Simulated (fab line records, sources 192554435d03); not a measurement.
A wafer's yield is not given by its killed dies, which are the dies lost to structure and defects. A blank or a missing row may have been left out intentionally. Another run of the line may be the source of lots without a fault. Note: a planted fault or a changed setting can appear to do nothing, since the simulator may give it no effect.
Matching of chambers -- flow n5Finfet -- N5_HKMG_FIN_HK_ALD_01 on aldHk-02: 4 sister chambers
The step deposits HfO2, target thk 1.6 nm, pulse time 3 s, purge time 3 s. 16 wafers are shown with their chamber, then 8 later ones without.

## WAFERS WITH THEIR CHAMBER
wafer,chamber,precursorPulseHeightRel
L079.3,1,0.983
L079.4,2,1.016
L079.5,2,1.017
L082.2,1,1.018
L082.3,2,0.994
L082.6,2,1.008
L084.1,1,0.991
L084.3,3,1.005
L084.6,3,0.981
L086.1,0,0.991
L086.3,2,1.006
L086.4,3,0.989
L088.1,2,1.049
L088.4,0,0.992
L088.5,0,0.996
L091.1,1,1.004

SIGNATURES (means of the wafers above)
reading,chamber 0,chamber 1,chamber 2,chamber 3,scatter within a chamber
precursorPulseHeightRel,0.99300,0.99900,1.01500,0.99167,0.0151
Rule: for a wafer and a chamber, the distance is found by dividing, reading by reading, the gap between the wafer's reading and the chamber's mean by the reading's scatter, squaring, summing and taking the root. The wafer belongs to the nearest chamber; if the next one is less than 2 further off, it can't be placed. The scatter is the square root of a quotient: the sum, over the shown wafers, of each reading's squared deviation from its chamber's mean, divided by wafers minus chambers.

## WAFERS WITHOUT THEIR CHAMBER
wafer,precursorPulseHeightRel
L091.3,1.001
L091.5,0.993
L093.3,1.015
L093.5,0.964
L093.6,0.978
L095.1,1.021
L095.2,0.953
L095.4,1.005

## CHAMBER TAKEN BY EACH
wafer,from the rows above,in truth
L091.3,can't be placed: 1 or 0 or 3 or 2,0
L091.5,can't be placed: 0 or 3 or 1 or 2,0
L093.3,can't be placed: 2 or 1 or 0 or 3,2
L093.5,can't be placed: 3 or 0 or 1 or 2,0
L093.6,can't be placed: 3 or 0 or 1 or 2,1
L095.1,can't be placed: 2 or 1 or 0 or 3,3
L095.2,can't be placed: 3 or 0 or 1 or 2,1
L095.4,can't be placed: 1 or 2 or 0 or 3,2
Placed correctly: 0 of 8. Not placeable from these rows: 8 (in 8, the candidates include the true chamber). Number placed wrongly: 0.
